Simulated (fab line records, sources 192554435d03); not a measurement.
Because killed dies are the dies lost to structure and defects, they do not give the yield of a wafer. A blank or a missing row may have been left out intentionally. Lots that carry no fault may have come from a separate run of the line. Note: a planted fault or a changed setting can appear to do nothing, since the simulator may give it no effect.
Chamber matching + flow n5-finfet + 4 sister chambers for N5_BEOL_M14_TRENCH_ETCH_34 on rie-diel-02
The step etches SiO2 in C4F8/O2/Ar, target depth 556.65 nm, time 126.9 s. 8 wafers are shown with their chamber, then 9 later ones without.

WAFERS PAIRED WITH THEIR CHAMBERS
| wafer  | chamber | rf-vpp-V (V) | showerhead-plenum-p-Torr (Torr) |
|--------|---------|--------------|---------------------------------|
| L078.4 | 1       | 2262         | 3.46                            |
| L084.6 | 3       | 2234         | 3.44                            |
| L088.1 | 3       | 2234         | 3.44                            |
| L088.3 | 0       | 2311         | 3.26                            |
| L088.4 | 2       | 2171         | 3.60                            |
| L087.3 | 2       | 2173         | 3.60                            |
| L087.4 | 1       | 2261         | 3.44                            |
| L087.6 | 0       | 2311         | 3.26                            |

WAFERS MISSING THEIR CHAMBER
| wafer  | rf-vpp-V (V) | showerhead-plenum-p-Torr (Torr) |
|--------|--------------|---------------------------------|
| L090.1 | 2170         | 3.60                            |
| L090.2 | 2309         | 3.26                            |
| L090.4 | 2171         | 3.60                            |
| L093.1 | 2310         | 3.25                            |
| L093.2 | 2261         | 3.44                            |
| L093.5 | 2260         | 3.44                            |
| L092.1 | 2309         | 3.25                            |
| L092.3 | 2234         | 3.44                            |
| L092.4 | 2170         | 3.60                            |

EACH ONE'S CHAMBER
| wafer  | from the rows above | in truth |
|--------|---------------------|----------|
| L090.1 | 2                   | 2        |
| L090.2 | 0                   | 0        |
| L090.4 | 2                   | 2        |
| L093.1 | 0                   | 0        |
| L093.2 | 1                   | 1        |
| L093.5 | 1                   | 1        |
| L092.1 | 0                   | 0        |
| L092.3 | 3                   | 3        |
| L092.4 | 2                   | 2        |
Correct placement for 9 of the 9. Left unplaced by these rows: 0. Wrongly placed: 0.
How it was worked out, from the rows above alone: a wafer's distance from a chamber is the root of the sum, over the readings, of the square of ((its reading less the chamber's mean) divided by the reading's scatter). The wafer belongs to the nearest chamber; if the next one is less than 2 further off, it can't be placed. For every chamber, the mean is computed from those of its wafers that are shown. The scatter: take each reading less its chamber's mean, square it, sum over the shown wafers, divide by the number of wafers less the number of chambers, and take the root.
